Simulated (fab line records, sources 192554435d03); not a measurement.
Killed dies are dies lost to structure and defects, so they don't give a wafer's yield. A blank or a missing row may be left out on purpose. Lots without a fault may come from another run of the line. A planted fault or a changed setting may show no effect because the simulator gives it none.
Problem report in the 8D (eight disciplines) form, filled by code | flow n5_finfet | the parts of the form that need people (team, actions taken, sign-off) are left out

1. THE PROBLEM
raw_defect_count at N5_HKMG_FIN_INSPECT_14 reads a mean of 20.2 on 6 wafers of 2 lots; wafers without a fault read 2.0 with a standard deviation of 1.3. That is +14 standard deviations from the usual mean.
The step: inspects for defects (macro).
First seen on wafer L952.1, day 5 07:20, on defect_inspect-01. The record holds 27 wafers of 9 lots with a number at this step. Rule for "out", or "out of limits": more than 4 standard deviations from the usual mean. The other wafers with a number count as sound.

2. WHAT IT IS AND WHAT IT IS NOT
question                    | is                                   | is not
which readings at this step | raw_defect_count                     | -
which lots                  | L952, L953                           | L951, L954, L961, L962, L965, L969, L970
which wafers of those lots  | all that have a number               | -
read on which gauges        | defect_inspect-01, defect_inspect-02 | -
when                        | from day 5 07:20                     | up to then (3 sound wafers); but 18 sound wafers of L954, L961, L962, L965, L969, L970 came after

3. SUSPECTS, AND WHAT RULES EACH OUT
Counting: a tool at a process step up to the reading stays a suspect if it ran every lot that is out and no sound lot after the first of them.
- the gauge at N5_HKMG_FIN_INSPECT_14: ruled out. The wafers that are out were read on 2 gauges (defect_inspect-01, defect_inspect-02).
- rie_diel-05 at N5_HKMG_FIN_STRIP_57 (strips in CF4): ruled out as a lasting fault. Sound lots L954 ran on it after its first lot that is out, L952 (day 5 04:24).
- ald_metal-01 at N5_HKMG_FIN_ALD_36 (deposits TiN, target thk 1 nm, pulse time 1 s, purge time 3 s): ruled out as a lasting fault. Sound lots L969, L970 ran on it after its first lot that is out, L952 (day 5 06:15).
Left after counting: nothing in the record.

4. THE CAUSE (what the simulator had put in)
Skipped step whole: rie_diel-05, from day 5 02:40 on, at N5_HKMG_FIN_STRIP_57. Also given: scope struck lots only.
Counting ruled it out, wrongly: the rule takes a fault to strike every lot that its tool runs from its start on, and this one did not.

5. THE CHAIN OF EFFECTS, in route order
Each row: a reading whose mean over the struck wafers that have a number lies more than 3 standard deviations from the usual. Only readings for which the record gives a usual standard deviation are gone through. hours: the time from each lot's start at the first step in this table that gives one to its start at this step, as a median over the lots. sigmas: the change in usual standard deviations.
hours | step                    | reading             | usual | on struck wafers | change | sigmas
0     | N5_HKMG_FIN_INSPECT_14  | raw_defect_count    | 2.0   | 20.2             | +18.2  | +14
187   | N5_PASSIVATION_PROBE_49 | killed_at_front_end | 40    | 1109             | +1069  | +97
187   | N5_PASSIVATION_PROBE_49 | killed_dies         | 105   | 1180             | +1075  | +60
187   | N5_PASSIVATION_PROBE_49 | killed_on_rim       | 14    | 152              | +138   | +35
The process steps in it:
- N5_PASSIVATION_PROBE_49
Readings that are blank on the struck wafers while sound wafers have them: bias_power_w at N5_HKMG_FIN_STRIP_57; cf4_flow_sccm at N5_HKMG_FIN_STRIP_57; drypump_motor_current_A at N5_HKMG_FIN_STRIP_57; oes_product_au at N5_HKMG_FIN_STRIP_57; rf_vpp_V at N5_HKMG_FIN_STRIP_57; showerhead_plenum_p_Torr at N5_HKMG_FIN_STRIP_57; throttle_valve_pct at N5_HKMG_FIN_STRIP_57.

6. WHAT WOULD HAVE CAUGHT IT SOONER
In this record the first reading out of limits at a measuring or inspecting step was taken at day 5 07:20, 5 hours after the fault began at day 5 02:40.
At N5_HKMG_FIN_STRIP_57 the tool's readings are blank on the struck wafers, where sound wafers have them: an empty tool record is the first sign, and it was there at once.
